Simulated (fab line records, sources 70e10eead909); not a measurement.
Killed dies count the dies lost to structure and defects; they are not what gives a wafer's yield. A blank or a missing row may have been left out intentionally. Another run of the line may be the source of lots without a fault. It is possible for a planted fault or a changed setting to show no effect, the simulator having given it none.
Which tool was responsible? ; flow nand_harc ; 14 lots, 40 wafers sampled, at 5 steps of a route of 1302

WHAT THE GAUGES SHOWED, per wafer
NHARC_A_ONON_D2_THK_MEAS_05: measures by ellipsometry. Usual: 999 nm for thk_nm, sd 10.
lot;measured;on;thk_nm (nm);flag
L527;day 12 22:55;film_metro-01;991 993 992;
L529;day 13 15:36;film_metro-01;986 986 985;
L530;day 13 15:38;film_metro-01;993 991 994;
L532;day 14 10:29;film_metro-02;1009 1010 1010;
L531;day 14 21:32;film_metro-02;1014 1014 1013;
L534;day 15 14:32;film_metro-02;1014 1012 1012;
L535;day 15 14:32;film_metro-01;987 987 986;
L537;day 16 13:31;film_metro-02;996 996 997;
L538;day 17 07:16;film_metro-02;989 992 992;
L541;day 18 14:28;film_metro-01;988 989 991;
L543;day 19 00:54;film_metro-02;1541 989;OFF
L545;day 20 01:10;film_metro-01;1553 1000;OFF
L550;day 22 03:23;film_metro-01;996 997 997;
L549;day 22 03:23;film_metro-02;1021 1019 1019;

WHAT TOOL EACH LOT RAN ON (gives the tool, then ch and the chambers of the sampled wafers, and finally the start)
lot;NHARC_A_CHANNEL_FILL_D1_STRIP_28;NHARC_A_CHANNEL_FILL_D1_ALD_25;NHARC_A_CHANNEL_FILL_D1_STRIP_29;NHARC_A_ONON_D2_DEP_03
L527;rie_diel-05 ch 0,1,3, day 9 23:52;ald_hk-02 ch 1,2,3, day 10 11:11;rie_diel-07 ch 1,2,3, day 12 22:24 or earlier;pecvd_onon-03 ch 0, day 12 22:24
L529;rie_diel-07 ch 1,3, day 11 01:22;ald_hk-01 ch 2,3, day 11 14:31;rie_diel-09 ch 0,2, day 13 15:09 or earlier;pecvd_onon-01 ch 0, day 13 15:09
L530;rie_diel-09 ch 0,3, day 11 05:36;ald_hk-02 ch 0,1, day 11 18:01;rie_diel-07 ch 0,1,2, day 13 15:11 or earlier;pecvd_onon-03 ch 0, day 13 15:11
L532;rie_diel-09 ch 0,1,2, day 11 20:00;ald_hk-03 ch 1,2, day 12 13:29;rie_diel-07 ch 0,1,3, day 14 09:59 or earlier;pecvd_onon-02 ch 0, day 14 09:59
L531;rie_diel-09 ch 0,1, day 12 08:10;ald_hk-02 ch 0,1,3, day 12 21:41;rie_diel-05 ch 1,2, day 14 21:02 or earlier;pecvd_onon-03 ch 0, day 14 21:02
L534;rie_diel-05 ch 1,2,3, day 13 04:46;ald_hk-02 ch 0,2,3, day 13 17:07;rie_diel-09 ch 1,3, day 15 14:02 or earlier;pecvd_onon-03 ch 0, day 15 14:02
L535;rie_diel-09 ch 1,2, day 13 04:48;ald_hk-03 ch 0,1, day 13 16:30;rie_diel-07 ch 0,1,3, day 15 14:02 or earlier;pecvd_onon-02 ch 0, day 15 14:02
L537;rie_diel-09 ch 1,2,3, day 14 01:02;ald_hk-03 ch 0,1,3, day 14 14:38;rie_diel-07 ch 0,1,3, day 16 13:01 or earlier;pecvd_onon-01 ch 0, day 16 13:01
L538;rie_diel-07 ch 0,1, day 14 13:27;ald_hk-03 ch 0,1,2, day 15 01:55;rie_diel-09 ch 0,1,3, day 17 06:44 or earlier;pecvd_onon-03 ch 0, day 17 06:44
L541;rie_diel-05 ch 1,2,3, day 16 05:09;ald_hk-02 ch 0,3, day 16 17:11;rie_diel-07 ch 0,1,2, day 18 14:04 or earlier;pecvd_onon-02 ch 0, day 18 14:04
L543;rie_diel-07 ch 1,3, day 16 05:10;ald_hk-03 ch 0,1, day 16 19:43;rie_diel-07 ch 0,1, day 19 00:23 or earlier;pecvd_onon-03 ch 0, day 19 00:23
L545;rie_diel-09 ch 0,2, day 17 13:43;ald_hk-03 ch 0,2, day 18 02:00;rie_diel-09 ch 2,3, day 20 00:46 or earlier;pecvd_onon-03 ch 0, day 20 00:46
L550;rie_diel-07 ch 0,3, day 19 09:16;ald_hk-01 ch 1,2,3, day 19 21:01;rie_diel-09 ch 0,1,3, day 22 02:56 or earlier;pecvd_onon-02 ch 0, day 22 02:56
L549;rie_diel-09 ch 1,2,3, day 19 09:17;ald_hk-02 ch 0,2,3, day 19 21:01;rie_diel-05 ch 1,2,3, day 22 02:53 or earlier;pecvd_onon-01 ch 0, day 22 02:53
- NHARC_A_CHANNEL_FILL_D1_STRIP_28: strips in O2, time 20 s.
- NHARC_A_CHANNEL_FILL_D1_ALD_25: deposits SiOx, target thk 60 nm, pulse time 10 s, ald cycles 600.
- NHARC_A_CHANNEL_FILL_D1_STRIP_29: strips in O2, time 20 s.
- NHARC_A_ONON_D2_DEP_03: target thk 1000 nm.

AS READ BY THE TOOLS THEMSELVES (means over the sampled wafers that have a number; for cases with no such wafer, the mark the record gives instead)
NHARC_A_CHANNEL_FILL_D1_STRIP_28. Usual: drypump_motor_current_A 6.0 A, standard deviation 0.55; o2_flow_sccm 500.0 sccm, standard deviation 1.6; oes_product_au 1.001 a.u., standard deviation 0.0097; rf_vpp_V 57.6 V, standard deviation 0.85; showerhead_plenum_p_Torr 3.48 Torr, standard deviation 0.11; throttle_valve_pct 17.035 %, standard deviation 0.0091.
lot;tool;drypump_motor_current_A (A);o2_flow_sccm (sccm);oes_product_au (a.u.);rf_vpp_V (V);showerhead_plenum_p_Torr (Torr);throttle_valve_pct (%);flag
L527;rie_diel-05;5.5;500.3;1.010;57.0;3.55;17.050;
L529;rie_diel-07;5.6;500.7;1.002;56.6;3.42;17.035;
L530;rie_diel-09;6.1;500.9;1.013;57.3;3.45;17.028;
L532;rie_diel-09;6.3;501.3;0.999;56.7;3.38;17.033;
L531;rie_diel-09;6.4;501.1;0.994;57.5;3.38;17.034;
L534;rie_diel-05;6.0;498.1;1.003;58.7;3.55;17.036;
L535;rie_diel-09;5.8;500.0;0.994;56.8;3.35;17.033;
L537;rie_diel-09;6.0;500.9;1.001;58.3;3.40;17.035;
L538;rie_diel-07;5.6;500.1;0.998;57.3;3.43;17.035;
L541;rie_diel-05;5.9;501.7;1.005;57.7;3.55;17.043;
L543;rie_diel-07;5.7;499.0;1.006;57.6;3.44;17.035;
L545;rie_diel-09;6.8;502.4;1.003;57.8;3.40;17.027;
L550;rie_diel-07;5.8;496.9;0.996;57.6;3.52;17.031;
L549;rie_diel-09;6.0;499.9;1.012;57.7;3.39;17.041;

NHARC_A_CHANNEL_FILL_D1_ALD_25. Usual: heater_power_w 474 W, standard deviation 64; precursor_pulse_height_rel 1.000, standard deviation 0.021.
lot;tool;heater_power_w (W);precursor_pulse_height_rel;flag
L527;ald_hk-02;475;1.004;
L529;ald_hk-01;479;0.965;
L530;ald_hk-02;425;1.016;
L532;ald_hk-03;509;1.028;
L531;ald_hk-02;494;1.019;
L534;ald_hk-02;508;0.991;
L535;ald_hk-03;454;0.994;
L537;ald_hk-03;453;0.994;
L538;ald_hk-03;501;0.995;
L541;ald_hk-02;526;1.025;
L543;ald_hk-03;458;1.016;
L545;ald_hk-03;506;1.009;
L550;ald_hk-01;454;0.992;
L549;ald_hk-02;516;1.012;

NHARC_A_CHANNEL_FILL_D1_STRIP_29. Usual: drypump_motor_current_A 5.9 A, standard deviation 0.54; o2_flow_sccm 499.6 sccm, standard deviation 1.4; oes_product_au 1.001 a.u., standard deviation 0.0092; rf_vpp_V 57.7 V, standard deviation 0.93; showerhead_plenum_p_Torr 3.48 Torr, standard deviation 0.11; throttle_valve_pct 17.035 %, standard deviation 0.01.
lot;tool;drypump_motor_current_A (A);o2_flow_sccm (sccm);oes_product_au (a.u.);rf_vpp_V (V);showerhead_plenum_p_Torr (Torr);throttle_valve_pct (%);flag
L527;rie_diel-07;5.8;499.4;0.995;57.1;3.50;17.033;
L529;rie_diel-09;6.8;499.3;0.996;57.9;3.40;17.030;
L530;rie_diel-07;5.8;498.3;0.995;57.3;3.51;17.031;
L532;rie_diel-07;5.7;500.5;1.005;58.2;3.47;17.032;
L531;rie_diel-05;5.6;498.8;1.000;57.5;3.61;17.029;
L534;rie_diel-09;5.5;499.8;0.997;57.5;3.37;17.043;
L535;rie_diel-07;5.7;501.8;0.997;58.5;3.47;17.036;
L537;rie_diel-07;5.7;499.9;1.004;57.4;3.47;17.035;
L538;rie_diel-09;6.0;500.3;1.008;57.9;3.40;17.032;
L541;rie_diel-07;5.8;500.1;0.989;56.8;3.51;17.037;
L543;rie_diel-07;5.7;502.8;0.993;57.3;3.46;17.035;
L545;rie_diel-09;6.2;500.6;1.008;57.6;3.44;17.024;
L550;rie_diel-09;6.0;501.0;0.999;57.4;3.39;17.029;
L549;rie_diel-05;5.9;498.9;1.008;58.3;3.54;17.031;

THE ANSWER, worked out from the rows above alone
Rule: lot off if the mean of its wafers having a number is beyond 3 standard deviations from the usual mean. A lot without any number at a reading at which 4 lots or more have one is off too. The other lots that the step has rows for count as sound. Order of review: gauges by route order, followed by the tools' own readings, for which a lot's mean as printed above is used. The first step at which some lot is off is used, and at that step the reading that is off furthest; a lot without a number counts as furthest.
Off at NHARC_A_ONON_D2_THK_MEAS_05 (thk_nm): L543, L545.
A tool fits if, at a process step before that reading, it ran every lot that is off, and no sound lot after the first of them. Gauges at NHARC_A_ONON_D2_THK_MEAS_05: tried the same way as those tools. Because NHARC_A_CHANNEL_FILL_D1_STRIP_29 lacks a start for some lots, the hours and order of its lots are taken from NHARC_A_ONON_D2_DEP_03. Can't be told from this: 2 tools fit, ald_hk-03 at NHARC_A_CHANNEL_FILL_D1_ALD_25, pecvd_onon-03 at NHARC_A_ONON_D2_DEP_03.

WHAT WAS PUT IN BY THE SIMULATOR
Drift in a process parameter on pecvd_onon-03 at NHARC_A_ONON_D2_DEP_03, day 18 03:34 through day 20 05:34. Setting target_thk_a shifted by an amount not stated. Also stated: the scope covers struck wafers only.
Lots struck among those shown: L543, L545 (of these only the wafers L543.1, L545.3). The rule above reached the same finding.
